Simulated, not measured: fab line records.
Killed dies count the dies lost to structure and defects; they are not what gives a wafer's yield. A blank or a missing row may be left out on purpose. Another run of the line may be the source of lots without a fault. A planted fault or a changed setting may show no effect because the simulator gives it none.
fab line records + flow nand-harc
record
- lots=11
- wafers=33
- last-day=33
route steps=1302 shown P_GATE@205 P_CONTACT@229 END@1302
lots that met no fault: taken from a fault-free run of the same line
start-h: hours from the record's opening day to when the first of the lot's shown wafers began + wait-h: hours since the lot's step before + " as in the row above + L1.1+2: a row that stands for several wafers + - no value, or no start given + * or withheld: withheld + < > ~ a bound
route shown NAME@n: names a module that has steps shown in the file, with the first one's number in the route + usual: mean/standard deviation of fault-free wafers + same: alike in all rows + chamber/n: place in a boat + sites: per-site readings + _std_site: standard deviation across them + _edge_site: the outer-site mean with the inner-site mean subtracted + radius-mm: for every site, how far away it sits from the centre of the wafer + mask NAME#n: copy n + behind: the most recent tool/chamber to have shaped the wafer + hold: what put the lot on hold/how long, in hours/how the hold closed + device: which transistor (n, p or np) failed to switch + end of line: tests run on the same wafers once the route is complete + a step without rows: its recipe alone + killed: not the wafer's yield, but the dies lost to structure and defects at the first sort + map: per-die view of a wafer (x killed, . not killed, _ where there is no die)
set.NAME: the setting that was run; set.NAME@STEP: the one run at that earlier step + model.NAME: the simulator's own value behind a step, which no gauge read
route steps across a sampled set of lots; one table per step, one row per wafer
services: when a tool's chamber went out of use (start-h, in hours from the record's first day, below 0 if earlier), for how many hours, and the reason
## steps
# step NHARC_P_GATE_STRIP_95
# recipe
- power-w=1500
- temp-c=250
- chemistry=O2
# usual
- drypump-motor-current-A=5.67/0.18
- heater-power-w=310/25
| lot.wafer | tool            | chamber | start-h | wait-h | drypump-motor-current-A | heater-power-w | rf-hours-counter-h |
|-----------|-----------------|---------|---------|--------|-------------------------|----------------|--------------------|
| L178.1    | plasma-asher-02 | 1       | 123.81  | 0.5    | 5.97                    | 337            | 9                  |
| L178.4    | "               | 0       | "       | "      | 5.48                    | 294            | -                  |
| L178.6    | "               | 1       | "       | "      | 5.98                    | 327            | -                  |
| L179.1    | plasma-asher-01 | 1       | 124.67  | 0.6    | 5.59                    | 350            | 26                 |
| L179.2    | "               | 0       | "       | "      | 5.65                    | 274            | 26                 |
| L179.5    | "               | 0       | "       | "      | 5.64                    | 278            | -                  |
| L180.2    | plasma-asher-01 | 0       | 143.31  | 0.6    | 5.63                    | 276            | 29                 |
| L180.1    | "               | 1       | "       | "      | 5.58                    | 345            | 29                 |
| L180.3    | "               | 1       | "       | "      | 5.57                    | 354            | -                  |
| L183.1    | plasma-asher-02 | 0       | 169.17  | 0.6    | 5.49                    | 304            | 18                 |
| L183.6    | "               | 0       | "       | "      | 5.48                    | 300            | -                  |
| L183.5    | "               | 1       | "       | "      | 5.91                    | 330            | -                  |
| L185.2    | plasma-asher-01 | 1       | 182.05  | 0.6    | 5.60                    | 352            | 2                  |
| L185.3    | "               | 0       | "       | "      | 5.65                    | 280            | -                  |
| L185.6    | "               | 1       | "       | "      | 5.58                    | 343            | -                  |
| L184.4    | plasma-asher-01 | 1       | 184.91  | 0.4    | 5.59                    | 333            | -                  |
| L184.3    | "               | 0       | "       | "      | 5.64                    | 284            | -                  |
| L184.6    | "               | 1       | "       | "      | 5.58                    | 337            | -                  |
| L186.1    | plasma-asher-02 | 1       | 198.14  | 0.6    | 5.99                    | 327            | 25                 |
| L186.2    | "               | 0       | "       | "      | 5.48                    | 301            | 25                 |
| L186.6    | "               | 1       | "       | "      | 5.99                    | 330            | -                  |
| L187.2    | plasma-asher-02 | 0       | 204.34  | 0.6    | 5.48                    | 292            | 27                 |
| L187.1    | "               | 1       | "       | "      | 5.94                    | 332            | 27                 |
| L187.6    | "               | 1       | "       | "      | 5.98                    | 333            | -                  |
| L188.3    | plasma-asher-02 | 1       | 222.65  | 0.4    | 5.97                    | 336            | -                  |
| L188.4    | "               | 0       | "       | "      | 5.48                    | 294            | -                  |
| L188.5    | "               | 1       | "       | "      | 5.94                    | 333            | -                  |
| L192.1    | plasma-asher-01 | 1       | 257.06  | 0.5    | 5.58                    | 332            | 21                 |
| L192.3    | "               | 0       | "       | "      | 5.63                    | 283            | -                  |
| L192.4    | "               | 1       | "       | "      | 5.59                    | 342            | -                  |
| L201.1    | plasma-asher-02 | 1       | 339.65  | 0.6    | 5.96                    | 324            | 17                 |
| L201.3    | "               | 1       | "       | "      | 5.99                    | 320            | -                  |
| L201.6    | "               | 0       | "       | "      | 5.49                    | 288            | -                  |
# step NHARC_P_CONTACT_EXPOSE_09
# recipe
- na=1.35
- target-cd-nm=90
- dose-mj=81.26
- mask-id=P_CA
| lot.wafer  | tool            | chamber | start-h | wait-h | mask      |
|------------|-----------------|---------|---------|--------|-----------|
| L178.1+4+6 | arfi-scanner-01 | 0       | 127.29  | -      | P_CA#0    |
| L179.1+2+5 | arfi-scanner-02 | 0       | 128.15  | -      | P_CA#0    |
| L180.1+2+3 | arfi-scanner-02 | 0       | 146.49  | -      | P_CA#0    |
| L183.1+5+6 | arfi-scanner-01 | 0       | 172.67  | -      | P_CA#0    |
| L185.2+3+6 | arfi-scanner-03 | 0       | 185.37  | -      | P_CA#0    |
| L184.3+4+6 | arfi-scanner-01 | 0       | 188.19  | -      | P_CA#0    |
| L186.1+2+6 | arfi-scanner-02 | 0       | 201.43  | -      | P_CA#0    |
| L187.1+2+6 | arfi-scanner-03 | 0       | 207.65  | -      | P_CA#0    |
| L188.3+4+5 | arfi-scanner-03 | 0       | 225.85  | -      | P_CA#0    |
| L192.1+3+4 | arfi-scanner-01 | 0       | 260.22  | -      | P_CA_R1#0 |
| L201.1+3+6 | arfi-scanner-02 | 0       | 343.06  | -      | P_CA#0    |
# step NHARC_P_CONTACT_CD_MEAS_12
# recipe
- target-cd-nm=90
- landing-energy-ev=500
# usual
- cd-nm=90.1/0.83
| lot.wafer | tool      | chamber | start-h | wait-h | cd-nm |
|-----------|-----------|---------|---------|--------|-------|
| L178.1    | cd-sem-01 | 0       | 127.43  | -      | 90.9  |
| L178.4    | "         | 0       | "       | "      | 90.2  |
| L178.6    | "         | 0       | "       | "      | 90.3  |
| L179.1    | cd-sem-02 | 0       | 128.29  | -      | 90.4  |
| L179.2    | "         | 0       | "       | "      | 89.1  |
| L179.5    | "         | 0       | "       | "      | 89.2  |
| L180.1    | cd-sem-02 | 0       | 146.63  | -      | 91.4  |
| L180.2    | "         | 0       | "       | "      | 90.0  |
| L180.3    | "         | 0       | "       | "      | 90.5  |
| L183.1    | cd-sem-02 | 0       | 172.81  | -      | 89.4  |
| L183.5    | "         | 0       | "       | "      | 89.5  |
| L183.6    | "         | 0       | "       | "      | 90.5  |
| L185.2    | cd-sem-03 | 0       | 185.52  | -      | 90.7  |
| L185.3    | "         | 0       | "       | "      | 89.8  |
| L185.6    | "         | 0       | "       | "      | 90.5  |
| L184.3    | cd-sem-01 | 0       | 188.33  | -      | 90.2  |
| L184.4    | "         | 0       | "       | "      | 90.8  |
| L184.6    | "         | 0       | "       | "      | 90.9  |
| L186.1    | cd-sem-02 | 0       | 201.57  | -      | 90.1  |
| L186.2    | "         | 0       | "       | "      | 90.8  |
| L186.6    | "         | 0       | "       | "      | 90.7  |
| L187.1    | cd-sem-02 | 0       | 207.79  | -      | 90.4  |
| L187.2    | "         | 0       | "       | "      | 89.6  |
| L187.6    | "         | 0       | "       | "      | 88.4  |
| L188.3    | cd-sem-01 | 0       | 225.98  | -      | 90.8  |
| L188.4    | "         | 0       | "       | "      | 90.8  |
| L188.5    | "         | 0       | "       | "      | 91.0  |
| L192.1    | cd-sem-02 | 0       | 260.36  | -      | 79.9  |
| L192.3    | "         | 0       | "       | "      | 79.0  |
| L192.4    | "         | 0       | "       | "      | 79.8  |
| L201.1    | cd-sem-03 | 0       | 343.20  | -      | 90.9  |
| L201.3    | "         | 0       | "       | "      | 90.4  |
| L201.6    | "         | 0       | "       | "      | 91.3  |
# step NHARC_P_CONTACT_DESCUM_17
# recipe
- time-s=3
- o2-flow-sccm=200
- ar-flow-sccm=0
- bias-power-w=0
- chemistry=O2
# usual
- chamber-pressure-mTorr=60.00/0.051
- drypump-motor-current-A=5.9/0.3
- oes-product-au=1.000/0.013
- rf-vpp-V=57.9/0.95
- showerhead-plenum-p-Torr=1.94/0.1
- throttle-valve-pct=11.310/0.0092
# same
- bias-power-w=0
| lot.wafer | tool        | chamber | start-h | wait-h | chamber-pressure-mTorr | drypump-motor-current-A | oes-product-au | rf-hours-counter-h | rf-vpp-V | showerhead-plenum-p-Torr | throttle-valve-pct |
|-----------|-------------|---------|---------|--------|------------------------|-------------------------|----------------|--------------------|----------|--------------------------|--------------------|
| L178.1    | rie-diel-07 | 0       | 127.63  | 0.1    | 60.00                  | 6.3                     | 1.002          | 0                  | 58.6     | 2.00                     | 11.312             |
| L178.4    | "           | 1       | "       | "      | 60.08                  | 6.0                     | 0.988          | 0                  | 58.2     | 1.85                     | 11.293             |
| L178.6    | "           | 0       | "       | "      | 60.05                  | 6.3                     | 0.997          | -                  | 57.5     | 2.00                     | 11.297             |
| L179.2    | rie-diel-11 | 3       | 128.49  | 0.1    | 60.05                  | 6.3                     | 0.998          | 1.3                | 58.0     | 2.05                     | 11.313             |
| L179.1    | "           | 1       | "       | "      | 60.09                  | 6.0                     | 0.993          | 1.1                | 56.5     | 1.90                     | 11.304             |
| L179.5    | "           | 3       | "       | "      | 60.04                  | 6.3                     | 0.998          | -                  | 58.1     | 2.05                     | 11.308             |
| L180.2    | rie-diel-07 | 3       | 146.83  | 0.1    | 59.98                  | 5.8                     | 1.021          | 0.5                | 57.9     | 2.06                     | 11.295             |
| L180.1    | "           | 0       | "       | "      | 60.01                  | 6.3                     | 1.020          | 0.4                | 57.9     | 2.00                     | 11.306             |
| L180.3    | "           | 1       | "       | "      | 59.88                  | 6.0                     | 0.982          | 0.3                | 59.0     | 1.85                     | 11.322             |
| L183.1    | rie-diel-11 | 2       | 173.01  | 0.1    | 59.94                  | 5.9                     | 0.985          | 2.2                | 57.0     | 1.79                     | 11.296             |
| L183.5    | "           | 0       | "       | "      | 60.02                  | 5.4                     | 1.002          | -                  | 57.0     | 2.06                     | 11.314             |
| L183.6    | "           | 1       | "       | "      | 59.97                  | 6.0                     | 1.003          | -                  | 58.6     | 1.90                     | 11.304             |
| L185.3    | rie-diel-07 | 3       | 185.71  | 0.1    | 59.98                  | 5.8                     | 1.011          | 1.7                | 58.7     | 2.06                     | 11.317             |
| L185.2    | "           | 0       | "       | "      | 60.00                  | 6.3                     | 1.022          | 1.7                | 58.9     | 2.00                     | 11.307             |
| L185.6    | "           | 2       | "       | "      | 60.16                  | 5.7                     | 1.000          | -                  | 56.4     | 1.84                     | 11.299             |
| L184.4    | rie-diel-08 | 1       | 188.52  | 0.1    | 60.00                  | 5.3                     | 1.003          | 7.7                | 55.9     | 1.83                     | 11.302             |
| L184.3    | "           | 3       | "       | "      | 60.00                  | 5.9                     | 1.007          | 9.4                | 58.5     | 2.02                     | 11.320             |
| L184.6    | "           | 1       | "       | "      | 59.97                  | 5.3                     | 0.987          | -                  | 57.9     | 1.83                     | 11.297             |
| L186.2    | rie-diel-08 | 1       | 201.76  | 0.1    | 60.03                  | 5.3                     | 0.997          | 0                  | 57.9     | 1.83                     | 11.312             |
| L186.1    | "           | 2       | "       | "      | 59.93                  | 6.0                     | 0.983          | 0                  | 58.1     | 1.92                     | 11.318             |
| L186.6    | "           | 1       | "       | "      | 59.97                  | 5.3                     | 0.997          | -                  | 59.0     | 1.83                     | 11.300             |
| L187.1    | rie-diel-08 | 1       | 207.99  | 0.1    | 60.04                  | 5.3                     | 0.999          | 0.5                | 57.7     | 1.83                     | 11.304             |
| L187.2    | "           | 2       | "       | "      | 60.02                  | 6.0                     | 0.980          | 0.4                | 57.6     | 1.92                     | 11.317             |
| L187.6    | "           | 1       | "       | "      | 59.94                  | 5.3                     | 0.986          | -                  | 57.4     | 1.83                     | 11.319             |
| L188.3    | rie-diel-11 | 0       | 226.16  | 0.1    | 60.02                  | 5.4                     | 1.001          | 3.9                | 58.2     | 2.06                     | 11.301             |
| L188.5    | "           | 0       | "       | "      | 60.00                  | 5.4                     | 0.999          | -                  | 58.0     | 2.06                     | 11.315             |
| L188.4    | "           | 2       | "       | "      | 60.03                  | 5.9                     | 0.985          | -                  | 56.4     | 1.79                     | 11.309             |
| L192.4    | rie-diel-07 | 1       | 260.54  | 0.1    | 59.97                  | 6.0                     | 0.983          | 4.3                | 57.4     | 1.85                     | 11.317             |
| L192.3    | "           | 2       | "       | "      | 59.98                  | 5.7                     | 1.009          | 3.8                | 56.9     | 1.84                     | 11.312             |
| L192.1    | "           | 0       | "       | "      | 59.95                  | 6.3                     | 1.010          | 4.1                | 59.1     | 2.00                     | 11.322             |
| L201.1    | rie-diel-07 | 2       | 343.38  | 0.1    | 60.02                  | 5.7                     | 1.000          | 1.1                | 58.1     | 1.84                     | 11.318             |
| L201.3    | "           | 0       | "       | "      | 59.93                  | 6.3                     | 1.023          | 1.1                | 59.5     | 2.00                     | 11.316             |
| L201.6    | "           | 3       | "       | "      | 59.90                  | 5.8                     | 0.997          | -                  | 59.0     | 2.05                     | 11.310             |
# step NHARC_P_CONTACT_ETCH_18
# recipe
- target-depth-a=4810
- time-s=240.5
- c4f8-flow-sccm=20
- o2-flow-sccm=10
- ar-flow-sccm=withheld
- rf-w=600
- bias-w=1500
- chemistry=C4F8/O2/Ar
# usual
- chamber-pressure-mTorr=24.999/0.023
- oes-product-au=0.963/0.02
- rf-vpp-V=980/6.8
| lot.wafer | tool        | chamber | start-h | wait-h | chamber-pressure-mTorr | oes-product-au | rf-hours-counter-h | rf-vpp-V |
|-----------|-------------|---------|---------|--------|------------------------|----------------|--------------------|----------|
| L178.4    | rie-diel-07 | 3       | -       | -      | 25.009                 | 0.976          | 0.3                | 987      |
| L178.1    | "           | 1       | "       | "      | 25.011                 | 0.967          | 0.2                | 974      |
| L178.6    | "           | 0       | "       | "      | 24.956                 | 0.962          | -                  | 985      |
| L179.1    | rie-diel-11 | 1       | -       | -      | 24.992                 | 0.953          | 1.3                | 977      |
| L179.2    | "           | 3       | "       | "      | 24.997                 | 0.949          | 1.6                | 987      |
| L179.5    | "           | 2       | "       | "      | 24.958                 | 0.951          | -                  | 970      |
| L180.2    | rie-diel-07 | 3       | -       | -      | 24.986                 | 0.976          | 0.6                | 987      |
| L180.3    | "           | 1       | "       | "      | 24.964                 | 0.969          | 0.6                | 973      |
| L180.1    | "           | 2       | "       | "      | 25.008                 | 0.977          | 0.7                | 972      |
| L183.1    | rie-diel-11 | 0       | -       | -      | 24.994                 | 0.956          | 2.7                | 988      |
| L183.5    | "           | 0       | "       | "      | 25.022                 | 0.959          | -                  | 989      |
| L183.6    | "           | 1       | "       | "      | 25.015                 | 0.950          | -                  | 977      |
| L185.2    | rie-diel-07 | 0       | -       | -      | 25.002                 | 0.989          | 2.0                | 983      |
| L185.3    | "           | 1       | "       | "      | 24.996                 | 0.942          | 2.0                | 973      |
| L185.6    | "           | 0       | "       | "      | 24.965                 | 0.982          | -                  | 986      |
| L184.4    | rie-diel-08 | 1       | -       | -      | 24.986                 | 0.942          | 7.8                | 972      |
| L184.3    | "           | 2       | "       | "      | 25.033                 | 0.965          | 9.1                | 978      |
| L184.6    | "           | 2       | "       | "      | 24.995                 | 0.962          | -                  | 980      |
| L186.2    | rie-diel-08 | 1       | -       | -      | 24.983                 | 0.954          | 0.3                | 972      |
| L186.1    | "           | 3       | "       | "      | 24.988                 | 1.008          | 0.2                | 985      |
| L186.6    | "           | 0       | "       | "      | 24.990                 | 0.985          | -                  | 978      |
| L187.2    | rie-diel-08 | 0       | -       | -      | 24.970                 | 0.988          | 0.7                | 979      |
| L187.1    | "           | 1       | "       | "      | 25.004                 | 0.955          | 0.7                | 973      |
| L187.6    | "           | 0       | "       | "      | 24.991                 | 0.984          | -                  | 977      |
| L188.3    | rie-diel-11 | 1       | -       | -      | 25.017                 | 0.954          | 3.8                | 978      |
| L188.4    | "           | 0       | "       | "      | 25.007                 | 0.963          | -                  | 987      |
| L188.5    | "           | 1       | "       | "      | 24.993                 | 0.947          | -                  | 978      |
| L192.1    | rie-diel-07 | 1       | -       | -      | 25.014                 | 0.948          | 4.6                | 975      |
| L192.3    | "           | 2       | "       | "      | 24.988                 | 0.959          | 4.1                | 973      |
| L192.4    | "           | 0       | "       | "      | 24.982                 | 0.996          | 4.3                | 985      |
| L201.1    | rie-diel-07 | 0       | -       | -      | 24.960                 | 1.008          | 1.4                | 983      |
| L201.3    | "           | 1       | "       | "      | 24.970                 | 0.977          | 0.5                | 975      |
| L201.6    | "           | 3       | "       | "      | 24.985                 | 0.949          | -                  | 987      |
# step NHARC_P_CONTACT_CD_MEAS_19
# usual
- cd-nm=89.8/2.2
| lot.wafer | tool      | chamber | start-h | wait-h | cd-nm |
|-----------|-----------|---------|---------|--------|-------|
| L178.1    | cd-sem-03 | -       | 128.49  | -      | 90.5  |
| L178.4    | "         | -       | "       | "      | 92.0  |
| L178.6    | "         | -       | "       | "      | 91.8  |
| L179.1    | cd-sem-01 | -       | 129.35  | -      | 89.1  |
| L179.2    | "         | -       | "       | "      | 86.9  |
| L179.5    | "         | -       | "       | "      | 93.5  |
| L180.1    | cd-sem-02 | -       | 147.71  | -      | 92.2  |
| L180.2    | "         | -       | "       | "      | 92.3  |
| L180.3    | "         | -       | "       | "      | 89.8  |
| L183.1    | cd-sem-02 | -       | 173.86  | -      | 90.3  |
| L183.5    | "         | -       | "       | "      | 89.7  |
| L183.6    | "         | -       | "       | "      | 88.2  |
| L185.2    | cd-sem-01 | -       | 186.57  | -      | 88.5  |
| L185.3    | "         | -       | "       | "      | 89.7  |
| L185.6    | "         | -       | "       | "      | 88.6  |
| L184.3    | cd-sem-02 | -       | 189.39  | -      | 90.9  |
| L184.4    | "         | -       | "       | "      | 90.2  |
| L184.6    | "         | -       | "       | "      | 90.7  |
| L186.1    | cd-sem-03 | -       | 202.62  | -      | 92.0  |
| L186.2    | "         | -       | "       | "      | 87.6  |
| L186.6    | "         | -       | "       | "      | 89.4  |
| L187.1    | cd-sem-03 | -       | 208.85  | -      | 89.8  |
| L187.2    | "         | -       | "       | "      | 86.1  |
| L187.6    | "         | -       | "       | "      | 87.2  |
| L188.3    | cd-sem-01 | -       | 227.18  | -      | 89.7  |
| L188.4    | "         | -       | "       | "      | 91.4  |
| L188.5    | "         | -       | "       | "      | 92.0  |
| L192.1    | cd-sem-03 | -       | 261.41  | -      | 78.6  |
| L192.3    | "         | -       | "       | "      | 78.2  |
| L192.4    | "         | -       | "       | "      | 79.0  |
| L201.1    | cd-sem-03 | -       | 344.25  | -      | 89.9  |
| L201.3    | "         | -       | "       | "      | 92.8  |
| L201.6    | "         | -       | "       | "      | 95.4  |
# step NHARC_END_SORT_01
# recipe
- temp-c=25
# usual
- killed-at-array=47/18
- killed-at-other=0.9/1.1
- killed-at-periphery=4/3.1
- killed-dies=52/18
- killed-open=3.1/1.5
- killed-short=2.4/1.5
# same
- gross-dies=677
| lot.wafer | tool      | chamber | start-h | wait-h | killed-at-array | killed-at-other | killed-at-periphery | killed-dies | killed-open | killed-short |
|-----------|-----------|---------|---------|--------|-----------------|-----------------|---------------------|-------------|-------------|--------------|
| L192.1    | prober-01 | 0       | 703.83  | 2.5    | 81              | 0               | 25                  | 106         | 4           | 7            |
| L192.3    | prober-01 | 0       | 705.41  | 3.1    | 72              | 0               | 29                  | 101         | 5           | 3            |
| L192.4    | prober-01 | 0       | 706.20  | 3.4    | 100             | 0               | 28                  | 128         | 3           | 2            |
# killed by level:class
L192.1 A_CHANNEL_HOLE_D1:chamber-film-flake=32 A_SLIT:chamber-film-flake=20 P_CONTACT:area-expose=19 A_CHANNEL_HOLE_D2:chamber-film-flake=11 A_STAIRCASE:chamber-film-flake=6 P_GATE:chamber-film-flake=3 A_WL_FILL:geometric-particle:short=2 A_BONDPAD:chamber-film-flake=2
L192.3 A_SLIT:chamber-film-flake=26 P_CONTACT:area-expose=20 A_CHANNEL_HOLE_D1:chamber-film-flake=16 A_CHANNEL_HOLE_D2:chamber-film-flake=15 A_BONDPAD:chamber-film-flake=5 A_STAIRCASE:chamber-film-flake=3 P_STI:chamber-film-flake=2 P_CONTACT:geometric-particle:short=1
L192.4 A_CHANNEL_HOLE_D1:chamber-film-flake=41 A_SLIT:chamber-film-flake=24 P_CONTACT:area-expose=23 A_CHANNEL_HOLE_D2:chamber-film-flake=14 A_CONTACT:chamber-film-flake=5 A_STAIRCASE:chamber-film-flake=4 A_ZERO_WELL:chamber-film-flake=3 A_CHANNEL_FILL_D2:chamber-film-flake=3
## services
| tool            | chamber | start-h | hours | kind   |
|-----------------|---------|---------|-------|--------|
| rie-diel-07     | -       | 117.20  | 9.0   | pm     |
| arfi-scanner-02 | -       | 140.00  | 4.0   | pm     |
| arfi-scanner-02 | -       | 148.48  | 0.5   | repair |
| rie-diel-11     | 3       | 154.31  | 3.9   | repair |
| plasma-asher-01 | -       | 162.72  | 1.8   | repair |
| plasma-asher-01 | -       | 165.77  | 9.0   | pm     |
| arfi-scanner-02 | -       | 167.92  | 0.8   | repair |
| rie-diel-11     | -       | 184.03  | 0.4   | repair |
| rie-diel-08     | -       | 190.80  | 9.0   | pm     |
| rie-diel-11     | 1       | 195.19  | 2.9   | repair |
| plasma-asher-02 | -       | 210.15  | 3.4   | repair |
| rie-diel-11     | 3       | 216.18  | 19.4  | repair |
| rie-diel-11     | 3       | 246.59  | 3.3   | repair |
| plasma-asher-02 | -       | 249.00  | 9.0   | pm     |
| rie-diel-11     | 0       | 250.05  | 1.8   | repair |
| rie-diel-11     | 2       | 250.64  | 8.3   | repair |
| rie-diel-11     | -       | 255.50  | 9.0   | pm     |
| plasma-asher-01 | -       | 257.80  | 1.0   | repair |
| rie-diel-11     | -       | 275.27  | 0.2   | repair |
| rie-diel-11     | 1       | 275.62  | 3.1   | repair |
| rie-diel-07     | -       | 294.20  | 9.0   | pm     |
| rie-diel-11     | 1       | 296.34  | 50.4  | repair |
| rie-diel-11     | 2       | 324.99  | 2.7   | repair |
| plasma-asher-01 | -       | 342.77  | 9.0   | pm     |
## key
first-sign
- step=NHARC_P_CONTACT_EXPOSE_09
- reading=mask
- direction=changed
effect
- step=NHARC_P_CONTACT_CD_MEAS_12
- reading=cd-nm
- direction=down
- sigmas=13
- usual=90.1
- struck=79.5
effect
- step=NHARC_P_CONTACT_CD_MEAS_19
- reading=cd-nm
- direction=down
- sigmas=5
- usual=89.8
- struck=78.6
effect
- step=NHARC_END_SORT_01
- reading=killed-at-periphery
- direction=up
- sigmas=7.5
- usual=4
- struck=27
met-at NHARC_P_CONTACT_EXPOSE_09
struck-lots L192
tester-left-out L192
not-acting-at NHARC_P_GATE_STRIP_95,NHARC_P_CONTACT_DESCUM_17,NHARC_P_CONTACT_ETCH_18
onset-between 188.19 260.22
fault
- kind=wrong-mask
- tool=any
- chamber=-
- onset-h=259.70
- steps=NHARC_P_CONTACT_EXPOSE_09
- aux-copy=P_CA_R1#0
- cd-offset-nm=-10.754
- scope=struck-lots-only
# tester-left-out: of these lots the tester's yield and bins aren't shown, on N5 and GAA mostly nor the transistor test; their killed dies are dies lost to structure and defects alone, not to doping, threshold or leakage, so they don't give the yield
